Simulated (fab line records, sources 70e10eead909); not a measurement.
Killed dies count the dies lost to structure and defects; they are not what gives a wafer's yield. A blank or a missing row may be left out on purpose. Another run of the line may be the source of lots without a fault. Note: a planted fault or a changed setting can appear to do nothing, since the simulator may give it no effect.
Matching of chambers :: flow nandHarc :: NHARC_A_STAIRCASE_ETCH_444 on rieDiel-03: 4 sister chambers
The step etches the open film in C4F8/O2, target depth 10200 nm, time 3400 s. 8 wafers are shown with their chamber, then 7 later ones without.

== WAFERS WITH THEIR CHAMBER ==
wafer: L075.6
chamber: 3
rfVppV (V): 802
oesProductAu (a.u.): 0.920

wafer: L078.2
chamber: 1
rfVppV (V): 808
oesProductAu (a.u.): 0.936

wafer: L078.3
chamber: 3
rfVppV (V): 802
oesProductAu (a.u.): 0.915

wafer: L084.2
chamber: 2
rfVppV (V): 811
oesProductAu (a.u.): 0.921

wafer: L084.4
chamber: 0
rfVppV (V): 807
oesProductAu (a.u.): 0.928

wafer: L084.6
chamber: 2
rfVppV (V): 809
oesProductAu (a.u.): 0.927

wafer: L092.1
chamber: 0
rfVppV (V): 804
oesProductAu (a.u.): 0.948

wafer: L092.3
chamber: 1
rfVppV (V): 808
oesProductAu (a.u.): 0.951

== WAFERS WITHOUT THEIR CHAMBER ==
wafer: L092.4
rfVppV (V): 812
oesProductAu (a.u.): 0.950

wafer: L093.1
rfVppV (V): 807
oesProductAu (a.u.): 0.937

wafer: L093.2
rfVppV (V): 806
oesProductAu (a.u.): 0.950

wafer: L093.4
rfVppV (V): 801
oesProductAu (a.u.): 0.945

wafer: L093.3
rfVppV (V): 811
oesProductAu (a.u.): 0.974

wafer: L093.5
rfVppV (V): 806
oesProductAu (a.u.): 0.962

wafer: L093.6
rfVppV (V): 811
oesProductAu (a.u.): 0.962

== THE CHAMBER EACH PASSED THROUGH ==
wafer: L092.4
from the rows above: can't be placed: 1 or 2
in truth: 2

wafer: L093.1
from the rows above: can't be placed: 1 or 0 or 2
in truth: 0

wafer: L093.2
from the rows above: can't be placed: 0 or 1
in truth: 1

wafer: L093.4
from the rows above: can't be placed: 3 or 0
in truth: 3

wafer: L093.3
from the rows above: can't be placed: 1 or 2 or 0
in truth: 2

wafer: L093.5
from the rows above: can't be placed: 1 or 0
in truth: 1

wafer: L093.6
from the rows above: can't be placed: 1 or 2 or 0
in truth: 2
Placed correctly: 0 of 7. Not placeable from these rows: 7 (in 7, the candidates include the true chamber). Wrongly placed: 0.
How it was worked out, from the rows above alone: a wafer's distance from a chamber is the root of the sum, over the readings, of the square of ((its reading less the chamber's mean) divided by the reading's scatter). The wafer belongs to the nearest chamber; if the next one is less than 2 further off, it can't be placed. A chamber's mean is the mean of its shown wafers. How the scatter is found: for the shown wafers, subtract from each reading the mean of its chamber, square and add these, divide the total by (wafers less chambers), then take the root.
